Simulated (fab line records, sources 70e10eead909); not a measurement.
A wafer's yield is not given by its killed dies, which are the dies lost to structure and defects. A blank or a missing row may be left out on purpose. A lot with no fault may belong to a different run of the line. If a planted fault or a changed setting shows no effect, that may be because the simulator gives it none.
fab line records -- flow nand_harc
[record] lots = 11, wafers = 33, last_day = 24
route steps=1159 shown A_STAIRCASE@619 END@1159
lots untouched by any fault: they come from a run of this same line in which no faults occurred
start_h: hours from the record's first day to the start of the lot's first wafer shown -- wait_h: hours since the lot's step before -- " unchanged from the row above -- L1.1+2: a row that stands for several wafers -- - either no value or no given start -- * or withheld: withheld -- < > ~ a bound
route shown NAME@n: names a module that has steps shown in the file, with the first one's number in the route -- usual: mean/standard deviation taken from wafers without a fault -- same: alike in all rows -- chamber/n: place in a boat -- sites: per-site readings -- _std_site: the values' standard deviation -- _edge_site: inner sites' mean taken away from outer sites' mean -- radius_mm: how far each site lies from the wafer's centre -- mask NAME#n: copy n -- behind: tool/chamber where the wafer was last shaped -- hold: why the lot went on hold/how many hours it stayed there/how the hold came to an end -- device: which transistor (n, p or np) failed to switch -- end of line: at the end of the route, the tests of the same wafers -- where a step has no rows: the recipe by itself -- killed: the dies lost at the first sort to structure and to defects; this is not the yield of the wafer -- map: dies across one wafer; x = killed, . = not, _ = none there
set.NAME: the setting that was run; set.NAME@STEP: the one run at that earlier step -- model.NAME: the simulator's own value behind a step, which no gauge read
steps of the route over a sample of lots; a table a step, a row a wafer
services: a tool's chamber out of use, with start hour (start_h, from the record's first day; less than 0 if before it), hours out, and reason
[[steps]]
[step NHARC_A_STAIRCASE_ETCH_225]
[recipe] target_depth_a = 1000, time_s = 40.5, ion_energy_ev = 400, c4f8_flow_sccm = 20, o2_flow_sccm = 10, ar_flow_sccm = withheld, rf_w = 600, bias_w = 1000, chemistry = C4F8/O2
[usual] bias_w = 999.9/2.7, chamber_pressure_mTorr = 25.000/0.027, oes_product_au = 0.946/0.012, rf_vpp_V = 895/5.5
lot.wafer,tool,chamber,start_h,wait_h,bias_w,chamber_pressure_mTorr,oes_product_au,rf_hours_counter_h,rf_vpp_V
L778.3,rie_diel-02,0,-,-,999.7,24.979,0.934,31,888
L778.4,rie_diel-02,1,-,-,997.1,25.033,0.942,36,895
L778.5,rie_diel-02,1,-,-,996.9,24.987,0.934,-,896
L781.1,rie_diel-06,2,-,-,999.9,24.990,0.960,3,905
L781.3,rie_diel-06,0,-,-,999.7,24.978,0.959,2,893
L781.6,rie_diel-06,2,-,-,1001.7,25.006,0.956,-,905
L780.4,rie_diel-13,2,-,-,995.8,24.976,0.935,61,890
L780.2,rie_diel-13,3,-,-,1005.6,25.001,0.959,60,899
L780.1,rie_diel-13,0,-,-,995.1,25.020,0.957,61,890
L782.3,rie_diel-02,1,-,-,997.1,24.988,0.940,45,896
L782.1,rie_diel-02,2,-,-,1002.9,25.012,0.969,34,901
L782.5,rie_diel-02,2,-,-,1003.4,25.003,0.962,-,901
L783.1,rie_diel-06,1,-,-,998.7,24.993,0.958,8,898
L783.4,rie_diel-06,3,-,-,1001.0,25.014,0.918,9,886
L783.5,rie_diel-06,2,-,-,1003.2,25.049,0.932,-,905
L792.4,rie_diel-02,0,-,-,1000.7,24.983,0.922,60,887
L792.6,rie_diel-02,0,-,-,997.8,25.000,0.932,-,888
L792.5,rie_diel-02,1,-,-,999.8,25.018,0.945,-,895
L788.4,rie_diel-06,2,-,-,997.2,24.986,0.948,26,906
L788.3,rie_diel-06,3,-,-,1000.7,25.012,0.940,26,887
L788.5,rie_diel-06,1,-,-,996.6,24.973,0.969,-,895
L793.4,rie_diel-02,0,-,-,1001.2,24.970,0.934,3,887
L793.2,rie_diel-02,1,-,-,995.4,25.002,0.951,3,896
L793.6,rie_diel-02,1,-,-,995.5,24.954,0.938,-,896
L797.4,rie_diel-06,1,-,-,995.8,25.002,0.966,38,897
L797.2,rie_diel-06,3,-,-,1001.9,25.008,0.931,38,887
L797.6,rie_diel-06,1,-,-,1004.2,24.998,0.971,-,897
L800.2,rie_diel-06,0,-,-,1003.4,24.992,0.938,43,892
L800.1,rie_diel-06,1,-,-,1000.2,25.000,0.957,41,895
L800.5,rie_diel-06,1,-,-,999.7,25.025,0.949,-,898
L798.1,rie_diel-06,2,-,-,1004.9,25.001,0.932,42,904
L798.4,rie_diel-06,3,-,-,997.1,25.029,0.928,46,886
L798.6,rie_diel-06,1,-,-,999.5,25.028,0.943,-,896
[step NHARC_A_STAIRCASE_TRIM_229]
[recipe] time_s = 211.2, o2_flow_sccm = 500, ar_flow_sccm = 0, bias_w = 0, chemistry = O2
[usual] chamber_pressure_mTorr = 59.99/0.055, drypump_motor_current_A = 5.8/0.4, o2_flow_sccm = 500.0/1.6, oes_product_au = 1.003/0.011, rf_vpp_V = 57.8/0.83, showerhead_plenum_p_Torr = 3.50/0.14, throttle_valve_pct = 17.036/0.0091
lot.wafer,tool,chamber,start_h,wait_h,chamber_pressure_mTorr,drypump_motor_current_A,o2_flow_sccm,oes_product_au,rf_hours_counter_h,rf_vpp_V,showerhead_plenum_p_Torr,throttle_valve_pct
L778.3,rie_diel-02,0,247.93,0.1,59.97,6.4,501.5,1.006,31,57.2,3.32,17.036
L778.4,rie_diel-02,2,247.93,0.1,59.95,5.4,500.3,1.009,26,58.3,3.69,17.030
L778.5,rie_diel-02,0,247.93,0.1,60.05,6.4,500.9,1.003,-,58.0,3.32,17.035
L781.1,rie_diel-06,0,260.25,0.1,60.06,5.1,498.2,0.999,2,59.0,3.42,17.034
L781.3,rie_diel-06,1,260.25,0.1,60.06,6.0,498.4,1.013,2,58.3,3.56,17.021
L781.6,rie_diel-06,1,260.25,0.1,60.03,6.0,498.0,1.013,-,58.7,3.56,17.029
L780.1,rie_diel-02,3,261.07,0.1,60.01,5.9,502.0,1.007,39,59.3,3.61,17.042
L780.2,rie_diel-02,0,261.07,0.1,60.00,6.4,498.9,1.008,36,57.0,3.32,17.040
L780.4,rie_diel-02,1,261.07,0.1,59.97,6.0,500.0,1.001,42,57.8,3.53,17.048
L782.1,rie_diel-02,0,272.03,0.1,59.94,6.4,499.6,1.014,41,57.9,3.32,17.041
L782.3,rie_diel-02,1,272.03,0.1,59.97,5.9,498.8,1.015,45,56.7,3.53,17.031
L782.5,rie_diel-02,0,272.03,0.1,59.98,6.4,501.5,1.021,-,56.9,3.32,17.039
L783.1,rie_diel-02,3,280.52,0.2,59.96,5.9,499.9,0.996,48,59.1,3.60,17.038
L783.4,rie_diel-02,0,280.52,0.2,59.91,6.4,501.1,1.003,46,57.6,3.31,17.034
L783.5,rie_diel-02,1,280.52,0.2,59.94,6.0,502.0,0.989,-,57.1,3.53,17.027
L792.4,rie_diel-02,1,327.08,0.1,60.01,6.0,497.7,1.000,66,57.8,3.52,17.030
L792.6,rie_diel-02,1,327.08,0.1,60.08,6.0,499.4,0.991,-,59.2,3.52,17.041
L792.5,rie_diel-02,2,327.08,0.1,59.96,5.4,497.3,1.011,-,58.7,3.67,17.037
L788.3,rie_diel-06,3,329.71,0.1,59.96,6.1,500.3,0.996,26,56.0,3.29,17.036
L788.4,rie_diel-06,1,329.71,0.1,59.99,6.0,500.4,1.019,28,58.3,3.55,17.045
L788.5,rie_diel-06,3,329.71,0.1,60.00,6.1,500.6,0.994,-,57.0,3.29,17.038
L793.4,rie_diel-02,0,345.74,0.1,59.93,6.4,499.2,0.999,3,56.8,3.30,17.051
L793.2,rie_diel-02,1,345.74,0.1,59.99,6.0,501.1,1.000,3,57.1,3.52,17.027
L793.6,rie_diel-02,3,345.74,0.1,60.02,5.9,500.8,1.027,-,58.1,3.59,17.056
L797.4,rie_diel-02,0,359.21,0.1,59.91,6.4,501.0,0.993,9,57.3,3.30,17.030
L797.2,rie_diel-02,3,359.21,0.1,59.95,5.9,499.3,1.021,9,57.5,3.59,17.030
L797.6,rie_diel-02,0,359.21,0.1,60.10,6.4,501.0,0.998,-,58.0,3.30,17.033
L800.2,rie_diel-02,1,369.94,0.1,59.96,5.9,498.3,0.997,11,57.2,3.51,17.042
L800.1,rie_diel-02,2,369.94,0.1,59.92,5.4,501.1,1.019,11,58.4,3.67,17.029
L800.5,rie_diel-02,2,369.94,0.1,59.99,5.4,499.8,1.014,-,58.5,3.67,17.038
L798.4,rie_diel-06,0,384.07,0.1,59.89,5.1,498.6,0.991,48,56.7,3.39,17.039
L798.1,rie_diel-06,3,384.07,0.1,59.99,6.0,495.4,0.986,47,56.6,3.28,17.055
L798.6,rie_diel-06,1,384.07,0.1,59.89,6.0,498.4,1.002,-,57.6,3.54,17.052
[step NHARC_A_STAIRCASE_ETCH_230]
[recipe] target_depth_a = 1000, time_s = 40.5, ion_energy_ev = 400, c4f8_flow_sccm = 20, o2_flow_sccm = 10, ar_flow_sccm = withheld, rf_w = 600, bias_w = 1000, chemistry = C4F8/O2
[usual] bias_w = 1000/3, chamber_pressure_mTorr = 24.999/0.024, oes_product_au = 0.951/0.018, rf_vpp_V = 895/5.7
lot.wafer,tool,chamber,start_h,wait_h,bias_w,chamber_pressure_mTorr,oes_product_au,rf_hours_counter_h,rf_vpp_V
L778.3,rie_diel-02,3,248.10,-,1002,25.034,0.941,34,898
L778.4,rie_diel-02,0,248.10,-,1002,25.002,0.948,31,889
L778.5,rie_diel-02,3,248.10,-,1005,25.009,0.945,-,899
L781.1,rie_diel-06,3,260.45,-,1003,24.995,0.921,3,888
L781.3,rie_diel-06,0,260.45,-,999,25.031,0.946,2,892
L781.6,rie_diel-06,1,260.45,-,998,24.998,0.948,-,898
L780.1,rie_diel-02,2,261.27,-,1002,25.021,0.998,31,901
L780.4,rie_diel-02,3,261.27,-,999,24.966,0.972,39,900
L780.2,rie_diel-02,1,261.27,-,998,24.998,0.990,42,896
L782.1,rie_diel-02,1,272.21,-,-,-,-,-,-
L782.3,rie_diel-02,2,272.21,-,-,-,-,-,-
L782.5,rie_diel-02,0,272.21,-,-,-,-,-,-
L783.4,rie_diel-02,3,280.68,-,-,-,-,-,-
L783.1,rie_diel-02,0,280.68,-,-,-,-,-,-
L783.5,rie_diel-02,0,280.68,-,-,-,-,-,-
L792.4,rie_diel-02,3,327.29,-,1000,25.023,0.947,63,899
L792.5,rie_diel-02,0,327.29,-,1003,24.983,0.928,-,888
L792.6,rie_diel-02,1,327.29,-,1001,25.018,0.942,-,897
L788.3,rie_diel-06,3,329.91,-,997,24.955,0.930,26,886
L788.4,rie_diel-06,0,329.91,-,1001,24.976,0.928,29,891
L788.5,rie_diel-06,3,329.91,-,999,25.004,0.927,-,887
L793.2,rie_diel-02,1,345.92,-,997,25.004,0.933,3,895
L793.4,rie_diel-02,2,345.92,-,995,25.004,0.960,3,901
L793.6,rie_diel-02,2,345.92,-,997,25.053,0.970,-,902
L797.2,rie_diel-02,0,359.42,-,1003,25.023,0.955,9,888
L797.4,rie_diel-02,1,359.42,-,999,24.949,0.938,8,897
L797.6,rie_diel-02,2,359.42,-,996,25.018,0.962,-,902
L800.2,rie_diel-02,2,370.14,-,997,24.946,0.972,11,901
L800.1,rie_diel-02,3,370.14,-,1002,24.974,1.003,12,899
L800.5,rie_diel-02,3,370.14,-,1002,24.990,1.003,-,898
L798.1,rie_diel-06,3,384.72,-,1004,24.978,0.925,47,888
L798.4,rie_diel-06,2,384.72,-,997,25.016,0.932,42,905
L798.6,rie_diel-06,3,384.72,-,1002,24.957,0.928,-,887
[step NHARC_A_STAIRCASE_TRIM_231]
[recipe] time_s = 211.2, o2_flow_sccm = 500, ar_flow_sccm = 0, bias_w = 0, chemistry = O2
[usual] chamber_pressure_mTorr = 60.00/0.057, drypump_motor_current_A = 5.8/0.39, o2_flow_sccm = 500.0/1.4, oes_product_au = 1.002/0.0094, rf_vpp_V = 57.7/0.92, showerhead_plenum_p_Torr = 3.51/0.15, throttle_valve_pct = 17.036/0.0089
lot.wafer,tool,chamber,start_h,wait_h,chamber_pressure_mTorr,drypump_motor_current_A,o2_flow_sccm,oes_product_au,rf_hours_counter_h,rf_vpp_V,showerhead_plenum_p_Torr,throttle_valve_pct
L778.4,rie_diel-02,3,-,-,60.04,5.9,499.9,1.008,34,58.6,3.61,17.040
L778.3,rie_diel-02,2,-,-,59.99,5.4,498.2,1.004,26,58.3,3.69,17.024
L778.5,rie_diel-02,3,-,-,59.98,5.9,499.3,1.006,-,58.8,3.61,17.030
L781.3,rie_diel-06,2,-,-,59.90,5.5,500.5,0.998,3,57.8,3.81,17.021
L781.1,rie_diel-06,3,-,-,59.97,6.0,501.4,0.985,3,56.3,3.30,17.032
L781.6,rie_diel-06,0,-,-,59.99,5.1,498.9,0.992,-,57.1,3.42,17.054
L780.1,rie_diel-02,0,-,-,59.93,6.4,501.4,1.006,36,56.9,3.32,17.041
L780.2,rie_diel-02,1,-,-,59.99,5.9,497.0,1.007,42,57.5,3.53,17.034
L780.4,rie_diel-02,2,-,-,60.05,5.4,499.3,1.006,31,58.6,3.69,17.026
L782.3,rie_diel-02,2,-,-,59.92,5.4,500.7,1.014,34,57.0,3.69,17.049
L782.1,rie_diel-02,3,-,-,60.04,5.9,500.1,1.013,44,59.2,3.61,17.034
L782.5,rie_diel-02,2,-,-,60.00,5.4,500.5,1.026,-,57.5,3.69,17.030
L783.1,rie_diel-02,0,-,-,60.02,6.4,500.5,1.004,46,57.1,3.31,17.033
L783.4,rie_diel-02,2,-,-,60.02,5.4,497.8,1.005,39,59.5,3.68,17.041
L783.5,rie_diel-02,3,-,-,59.98,5.9,500.5,1.006,-,59.5,3.60,17.039
L792.4,rie_diel-02,0,-,-,60.01,6.4,498.5,1.005,60,56.3,3.31,17.028
L792.5,rie_diel-02,2,-,-,60.06,5.4,497.2,1.021,-,57.4,3.67,17.042
L792.6,rie_diel-02,3,-,-,60.04,5.9,502.3,1.002,-,57.3,3.60,17.034
L788.4,rie_diel-06,3,-,-,60.01,6.0,499.3,0.992,26,58.7,3.29,17.029
L788.3,rie_diel-06,0,-,-,59.96,5.1,501.6,1.007,29,58.1,3.40,17.032
L788.5,rie_diel-06,3,-,-,60.07,6.0,500.9,0.992,-,57.1,3.29,17.048
L793.4,rie_diel-02,0,-,-,60.01,6.4,499.1,0.996,3,56.1,3.30,17.044
L793.2,rie_diel-02,2,-,-,60.02,5.4,504.4,1.008,3,56.6,3.67,17.045
L793.6,rie_diel-02,1,-,-,60.04,6.0,499.5,0.995,-,58.1,3.52,17.047
L797.2,rie_diel-02,1,-,-,60.03,5.9,498.9,0.991,8,58.8,3.51,17.031
L797.4,rie_diel-02,2,-,-,59.95,5.4,501.5,1.013,8,58.6,3.67,17.039
L797.6,rie_diel-02,0,-,-,60.18,6.4,499.2,1.003,-,56.2,3.30,17.043
L800.2,rie_diel-02,1,-,-,59.84,6.0,498.8,0.986,12,57.1,3.51,17.038
L800.1,rie_diel-02,2,-,-,60.03,5.4,500.5,1.015,11,58.2,3.67,17.047
L800.5,rie_diel-02,1,-,-,59.98,6.0,499.9,0.985,-,57.8,3.51,17.044
L798.1,rie_diel-06,3,-,-,59.97,6.0,500.2,0.992,47,58.0,3.28,17.036
L798.4,rie_diel-06,0,-,-,59.97,5.1,500.1,0.983,49,57.6,3.39,17.043
L798.6,rie_diel-06,2,-,-,60.03,5.5,499.1,1.001,-,57.9,3.78,17.052
[step NHARC_END_SORT_01]
[recipe] temp_c = 25
[usual] killed_at_array = 27/11, killed_at_other = 0.6/0.89, killed_at_periphery = 3.0/2.4, killed_dies = 31/12, killed_open = 3.2/1.6, killed_short = 2.0/1.5
[same] gross_dies = 677
lot.wafer,tool,chamber,start_h,wait_h,killed_at_array,killed_at_other,killed_at_periphery,killed_dies,killed_open,killed_short
L783.1,prober-02,0,472.58,2.5,669,0,8,677,5,1
L783.4,prober-02,0,474.99,3.4,667,2,8,677,5,3
L783.5,prober-02,0,475.79,3.7,675,0,2,677,2,2
L782.1,prober-01,0,480.02,2.5,674,0,3,677,2,2
L782.3,prober-01,0,481.62,3.1,674,0,3,677,2,2
L782.5,prober-01,0,483.23,3.7,677,0,0,677,3,1
// killed by level:class
L783.1 A_STAIRCASE:area_etch=655 A_CHANNEL_HOLE_D1:chamber_film_flake=7 P_M0:geometric_particle:open=3 P_STI:chamber_film_flake=3 A_CONTACT:chamber_film_flake=3 A_STAIRCASE:chamber_film_flake=2 A_CHANNEL_FILL_D1:geometric_particle:open=2 P_CONTACT:geometric_particle:short=1
L783.4 A_STAIRCASE:area_etch=651 A_CHANNEL_HOLE_D1:chamber_film_flake=6 A_CONTACT:chamber_film_flake=3 P_M0:geometric_particle:open=2 A_ONON_D1:geometric_particle:open=2 A_STAIRCASE:chamber_film_flake=2 A_SLIT:chamber_film_flake=2 THIN_TSV:chamber_film_flake=2
L783.5 A_STAIRCASE:area_etch=658 A_CHANNEL_HOLE_D1:chamber_film_flake=7 A_CONTACT:chamber_film_flake=5 A_ONON_D1:geometric_particle:short=1 A_WL_FILL:geometric_particle:open=1 A_CONTACT:geometric_particle:short=1 A_BLC:geometric_particle:open=1 P_ZERO_WELL:chamber_film_flake=1
L782.1 A_STAIRCASE:area_etch=655 A_STAIRCASE:chamber_film_flake=6 A_SLIT:chamber_film_flake=5 A_CONTACT:chamber_film_flake=4 A_CHANNEL_HOLE_D1:chamber_film_flake=2 P_CONTACT:geometric_particle:open=1 P_M0:geometric_particle:open=1 A_SGD_CUT:geometric_particle:short=1
L782.3 A_STAIRCASE:area_etch=662 A_CHANNEL_HOLE_D1:chamber_film_flake=5 A_CONTACT:chamber_film_flake=3 P_ZERO_WELL:chamber_film_flake=2 P_GATE:geometric_particle:short=1 A_SOURCE_PLATE:geometric_particle:short=1 A_SOURCE_PLATE:geometric_particle:open=1 A_CONTACT:geometric_particle:open=1
L782.5 A_STAIRCASE:area_etch=667 A_CHANNEL_HOLE_D1:chamber_film_flake=2 A_STAIRCASE:chamber_film_flake=2 A_CHANNEL_HOLE_D1:geometric_particle:short=1 A_CHANNEL_FILL_D1:geometric_particle:open=1 A_WL_FILL:geometric_particle:open=1 A_M0:geometric_particle:open=1 A_SLIT:chamber_film_flake=1
[[services]]
tool,chamber,start_h,hours,kind
rie_diel-06,3,225.42,3.6,repair
rie_diel-02,0,233.36,-,clean
rie_diel-02,1,233.36,-,clean
rie_diel-02,2,233.36,-,clean
rie_diel-02,3,233.36,-,clean
rie_diel-06,-,241.55,9.0,pm
rie_diel-02,0,257.87,-,clean
rie_diel-02,1,257.87,-,clean
rie_diel-02,2,257.87,-,clean
rie_diel-02,3,257.87,-,clean
rie_diel-13,-,276.02,9.0,pm
rie_diel-02,0,282.44,-,clean
rie_diel-02,1,282.44,-,clean
rie_diel-02,2,282.44,-,clean
rie_diel-02,3,282.44,-,clean
rie_diel-02,0,306.94,-,clean
rie_diel-02,1,306.94,-,clean
rie_diel-02,2,306.94,-,clean
rie_diel-02,3,306.94,-,clean
rie_diel-02,-,327.89,9.0,pm
rie_diel-02,0,327.89,9.0,vent_cycle
rie_diel-02,1,327.89,9.0,vent_cycle
rie_diel-02,2,327.89,9.0,vent_cycle
rie_diel-06,2,362.27,12.3,repair
[[key]]
[first_sign] step = NHARC_A_STAIRCASE_ETCH_230, reading = tool_record, direction = missing
[effect] step = NHARC_END_SORT_01, reading = killed_at_array, direction = up, sigmas = 59, usual = 27, struck = 673
[more_kills_born_at] NHARC_A_STAIRCASE_ETCH_230@rie_diel-02 = 3954
met_at NHARC_A_STAIRCASE_ETCH_230
struck_lots L782,L783
later_rows_left_out L782.1,L782.3,L782.5,L783.1,L783.4,L783.5
tester_left_out L782,L783
not_acting_at NHARC_A_STAIRCASE_ETCH_225,NHARC_A_STAIRCASE_TRIM_229,NHARC_A_STAIRCASE_TRIM_231
onset_between 261.27 272.21
[fault] kind = skipped_step_whole, tool = rie_diel-02, chamber = -, onset_h = 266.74, steps = NHARC_A_STAIRCASE_ETCH_230, scope = struck_lots_only
// tester_left_out: of these lots the tester's yield and bins aren't shown, on N5 and GAA mostly nor the transistor test; their killed dies are dies lost to structure and defects alone, not to doping, threshold or leakage, so they don't give the yield
// later_rows_left_out: the simulator's readings of these wafers behind a module that went badly wrong aren't trusted and aren't shown, but for the sort
